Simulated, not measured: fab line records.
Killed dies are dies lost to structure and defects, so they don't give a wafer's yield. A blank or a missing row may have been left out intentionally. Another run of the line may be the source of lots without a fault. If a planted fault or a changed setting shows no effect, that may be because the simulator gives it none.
The tool behind it: which one? -- flow n5 finfet -- 10 lots with 28 wafers sampled at 5 steps, on a route of 1938 steps

## WHAT THE GAUGES SHOWED, per wafer
N5_SDB_INSPECT_36: inspects for defects (darkfield). Usual: raw defect count 35, standard deviation 13.
lot,measured,on,raw defect count,flag
L475,day 4 09:58,defect inspect-02,39 47 43,
L480,day 5 21:37,defect inspect-01,43 19 27,
L482,day 6 02:59,defect inspect-02,40 55 41,
L483,day 6 09:34,defect inspect-01,21 30 44,
L487,day 7 14:52,defect inspect-02,27 60 20,
L491,day 8 11:53,defect inspect-02,23 34,
L492,day 8 18:08,defect inspect-01,27 41,
L493,day 9 03:35,defect inspect-01,29 29 26,
L495,day 9 10:53,defect inspect-01,54 51 74,
L496,day 10 02:46,defect inspect-01,53 23 24,

N5_BEOL_M4_RC_MEAS_101. Usual: DIBL_N 36.3 mV/V, standard deviation 1.9; DIBL_P 36.0 mV/V, standard deviation 2.1; IOFF_N 0.16 nA/um, standard deviation 0.031; IOFF_P 0.21 nA/um, standard deviation 0.035; ION_N 675 uA/um, standard deviation 14; ION_P 464 uA/um, standard deviation 8.5; SS_N 71.5 mV/dec, standard deviation 0.6; SS_P 73.3 mV/dec, standard deviation 0.72; VT_N 250 mV, standard deviation 3.2; VT_P -250 mV, standard deviation 3.1.
lot,measured,on,DIBL_N (mV/V),DIBL_P (mV/V),IOFF_N (nA/um),IOFF_P (nA/um),ION_N (uA/um),ION_P (uA/um),SS_N (mV/dec),SS_P (mV/dec),VT_N (mV),VT_P (mV),flag
L475,day 8 06:11,prober-01,33.5 37.7 34.6,31.3 36.1 32.5,0.11 0.17 0.13,0.14 0.20 0.15,649 662 664,443 455 452,70.3 72.0 71.9,72.5 73.5 72.4,254 253 253,-258 -252 -256,
L480,day 9 15:16,prober-02,39.5 39.9 36.4,38.3 38.0 35.1,0.19 0.22 0.16,0.27 0.27 0.22,675 672 677,465 460 470,72.0 72.6 70.3,73.3 73.2 72.6,249 247 251,-247 -244 -247,
L482,day 9 16:55,prober-01,37.2 33.7 30.6,39.2 35.7 31.6,0.19 0.13 0.09,0.23 0.18 0.13,662 667 638,451 454 441,72.9 70.8 70.6,73.5 72.9 72.3,250 252 256,-249 -255 -255,
L483,day 9 22:16,prober-01,35.1 34.2 34.3,35.4 34.7 32.9,0.14 0.13 0.11,0.20 0.19 0.15,681 668 656,474 459 449,71.3 71.3 71.3,72.9 73.1 72.6,250 254 259,-250 -251 -254,
L487,day 12 21:15,prober-01,37.7 36.4 37.2,35.8 34.5 34.4,0.17 0.15 0.16,0.22 0.19 0.19,691 675 676,473 462 460,72.6 72.1 72.3,73.5 72.9 72.9,248 250 251,-246 -251 -251,
L491,day 13 19:33,prober-02,38.7 39.9,36.1 38.6,0.19 0.21,0.21 0.25,680 683,463 463,71.5 72.6,73.5 74.0,246 245,-249 -247,
L492,day 14 09:10,prober-01,36.8 36.2,38.3 36.0,0.19 0.17,0.24 0.21,685 665,466 457,71.9 72.4,74.0 73.4,247 251,-248 -251,
L493,day 13 01:41,prober-01,35.2 35.7 37.2,36.5 36.8 39.7,0.14 0.16 0.19,0.17 0.18 0.22,678 681 698,458 457 471,70.4 71.7 72.5,72.9 73.2 73.5,248 248 246,-257 -254 -250,
L495,day 14 12:35,prober-02,35.8 34.3 36.3,36.4 34.6 36.0,0.15 0.13 0.15,0.23 0.19 0.21,676 673 676,469 465 465,72.4 71.7 72.0,73.1 72.1 72.5,251 253 251,-249 -250 -249,
L496,day 15 04:40,prober-01,36.2 36.5 36.9,36.7 36.7 37.3,0.15 0.15 0.16,0.21 0.21 0.21,668 668 665,460 458 457,71.1 70.7 71.4,73.1 73.2 74.1,250 251 251,-249 -248 -250,

## EACH LOT AND THE TOOL THAT RAN IT (in order: tool; ch and the chambers of the sampled wafers; start)
lot,N5_HKMG_FIN_STRIP_60,N5_HKMG_FIN_PWFM_ALD_03,N5_HKMG_FIN_ETCH_31
L475,"plasma asher-01 ch 0,1, day 4 12:38","ald metal-02 ch 1,2,3, day 4 14:05","rie diel-04 ch 1,2,3, day 4 15:03"
L480,"plasma asher-01 ch 0,1, day 6 00:18","ald metal-04 ch 1,2,3, day 6 01:53","rie diel-03 ch 0,1,3, day 6 02:54"
L482,"plasma asher-02 ch 0,1, day 6 05:37","ald metal-02 ch 0,1,2, day 6 07:11","rie diel-02 ch 0,1,3, day 6 08:17"
L483,"plasma asher-02 ch 0,1, day 6 12:14","ald metal-02 ch 1,2,3, day 6 13:48","rie diel-03 ch 0,1,2, day 6 14:38"
L487,"plasma asher-02 ch 0,1, day 7 17:46","ald metal-02 ch 0,2, day 7 19:22","rie diel-02 ch 2,3, day 7 20:33"
L491,"plasma asher-01 ch 0, day 8 15:20","ald metal-02 ch 1,3, day 8 16:55","rie diel-03 ch 0,2, day 8 18:56"
L492,"plasma asher-02 ch 0,1, day 8 22:19","ald metal-02 ch 2,3, day 8 23:46","rie diel-03 ch 0,1, day 9 01:31"
L493,"plasma asher-01 ch 0,1, day 9 06:23","ald metal-04 ch 2,3, day 9 07:50","rie diel-02 ch 0,2, day 9 08:55"
L495,"plasma asher-02 ch 0,1, day 9 13:58","ald metal-03 ch 0,1,2, day 9 15:31","rie diel-02 ch 0,1,3, day 9 16:29"
L496,"plasma asher-01 ch 0,1, day 10 05:34","ald metal-03 ch 1,3, day 10 07:24","rie diel-02 ch 0,1, day 10 08:14"
- N5_HKMG_FIN_STRIP_60: strips in N2/H2, time 360 s.
- N5_HKMG_FIN_PWFM_ALD_03: deposits TiN, target thk 2 nm, pulse time 1 s, purge time 3 s.
- N5_HKMG_FIN_ETCH_31: etches SiARC in CF4, target depth 45.5 nm, time 75.8 s.

## WHAT THE TOOLS THEMSELVES READ (means of the sampled wafers that have a number; where no wafer has one, the mark that the record gives instead)
N5_HKMG_FIN_STRIP_60. Usual: drypump motor current A 5.6 A, standard deviation 0.45; heater power w 495 W, standard deviation 16; temp c 300.05 C, standard deviation 0.19.
lot,tool,drypump motor current A (A),heater power w (W),temp c (C),flag
L475,plasma asher-01,5.3,496,299.97,
L480,plasma asher-01,5.2,490,300.07,
L482,plasma asher-02,5.8,499,300.13,
L483,plasma asher-02,5.6,504,300.00,
L487,plasma asher-02,5.8,507,300.09,
L491,plasma asher-01,5.0,510,300.13,
L492,plasma asher-02,5.7,514,300.16,
L493,plasma asher-01,5.3,487,300.12,
L495,plasma asher-02,5.5,507,299.89,
L496,plasma asher-01,5.3,492,299.96,

N5_HKMG_FIN_PWFM_ALD_03. Usual: heater power w 875 W, standard deviation 110; precursor pulse height rel 0.998, standard deviation 0.02.
lot,tool,heater power w (W),precursor pulse height rel,flag
L475,ald metal-02,891,1.010,
L480,ald metal-04,809,0.997,
L482,ald metal-02,913,1.016,
L483,ald metal-02,890,0.995,
L487,ald metal-02,937,0.985,
L491,ald metal-02,784,1.005,
L492,ald metal-02,934,0.985,
L493,ald metal-04,737,0.981,
L495,ald metal-03,909,0.985,
L496,ald metal-03,939,0.998,

N5_HKMG_FIN_ETCH_31. Usual: drypump motor current A 5.9 A, standard deviation 0.43; etch rf on time s 75.9 s, standard deviation 2.5; oes product au 0.69 a.u., standard deviation 0.077; rf vpp V 184.1 V, standard deviation 1.3; showerhead plenum p Torr 2.15 Torr, standard deviation 0.085; throttle valve pct 15.60 %, standard deviation 0.24.
lot,tool,drypump motor current A (A),etch rf on time s (s),oes product au (a.u.),rf vpp V (V),showerhead plenum p Torr (Torr),throttle valve pct (%),flag
L475,rie diel-04,6.0,74.0,0.74,183.9,2.12,15.61,
L480,rie diel-03,5.6,76.5,0.71,184.1,2.17,15.64,
L482,rie diel-02,6.3,77.8,0.66,183.8,2.09,15.64,
L483,rie diel-03,5.5,77.4,0.65,183.7,2.12,15.77,
L487,rie diel-02,6.2,74.8,0.74,185.5,2.20,15.51,
L491,rie diel-03,5.4,77.6,0.59,182.4,2.08,15.77,
L492,rie diel-03,5.8,76.6,0.65,183.9,2.11,15.92,
L493,rie diel-02,6.1,73.9,0.65,185.1,2.18,15.64,
L495,rie diel-02,6.3,76.3,0.70,183.8,2.16,15.53,
L496,rie diel-02,6.2,75.9,0.70,185.3,2.19,15.46,

## THE ANSWER, worked out from the rows above alone
Rule: lot off if the mean of its wafers having a number is beyond 3 standard deviations from the usual mean. A lot without any number at a reading at which 4 lots or more have one is off too. All remaining lots with rows at the step are treated as sound. The gauges are gone through in route order, then the tools' own readings, and for those a lot's mean is taken as printed above. The first step at which some lot is off is used, and at that step the reading that is off furthest; a lot without a number counts as furthest.
No lot is off at any reading shown: from this, nothing can be told.

## WHAT HAD BEEN PUT IN BY THE SIMULATOR
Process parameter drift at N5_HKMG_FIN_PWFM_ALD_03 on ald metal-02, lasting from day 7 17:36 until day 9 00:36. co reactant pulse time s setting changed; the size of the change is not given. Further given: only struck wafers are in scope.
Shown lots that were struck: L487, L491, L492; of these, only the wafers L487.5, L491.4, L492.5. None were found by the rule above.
